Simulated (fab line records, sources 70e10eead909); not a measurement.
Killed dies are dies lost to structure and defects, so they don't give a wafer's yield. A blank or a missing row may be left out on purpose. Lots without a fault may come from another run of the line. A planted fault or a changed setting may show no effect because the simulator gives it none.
Chamber matching | flow nand_harc | NHARC_P_M0_DEP_32 on pecvd-03: 3 sister chambers
The step deposits SiCN, target thk 30 nm. 6 wafers are shown with their chamber, then 10 later ones without.

WAFERS WITH THEIR CHAMBER
wafer  | chamber | heater_power_w (W)
L083.2 | 2       | 557
L085.2 | 0       | 571
L085.3 | 1       | 582
L085.5 | 2       | 616
L089.2 | 1       | 562
L089.3 | 0       | 592

WAFERS WITHOUT THEIR CHAMBER
wafer  | heater_power_w (W)
L089.4 | 590
L090.3 | 587
L090.4 | 495
L090.5 | 605
L094.2 | 606
L094.3 | 549
L094.5 | 569
L096.1 | 578
L096.3 | 588
L096.5 | 588

WHICH CHAMBER EACH WENT THROUGH
wafer  | from the rows above          | in truth
L089.4 | can't be placed: 2 or 0 or 1 | 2
L090.3 | can't be placed: 2 or 0 or 1 | 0
L090.4 | can't be placed: 1 or 0 or 2 | 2
L090.5 | can't be placed: 2 or 0 or 1 | 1
L094.2 | can't be placed: 2 or 0 or 1 | 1
L094.3 | can't be placed: 1 or 0 or 2 | 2
L094.5 | can't be placed: 1 or 0 or 2 | 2
L096.1 | can't be placed: 0 or 1 or 2 | 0
L096.3 | can't be placed: 2 or 0 or 1 | 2
L096.5 | can't be placed: 2 or 0 or 1 | 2
Placed correctly: 0 of 10. Can't be placed from these rows: 10 (the true chamber is among the candidates in 10). Placed wrongly: 0.
How it was worked out, from the rows above alone: a wafer's distance from a chamber is the root of the sum, over the readings, of the square of ((its reading less the chamber's mean) divided by the reading's scatter). The wafer belongs to the nearest chamber; if the next one is less than 2 further off, it can't be placed. A chamber's mean is the mean of its shown wafers. The scatter: the root of (the sum of the squares of (reading less its chamber's mean) over the shown wafers, divided by (wafers less chambers)).
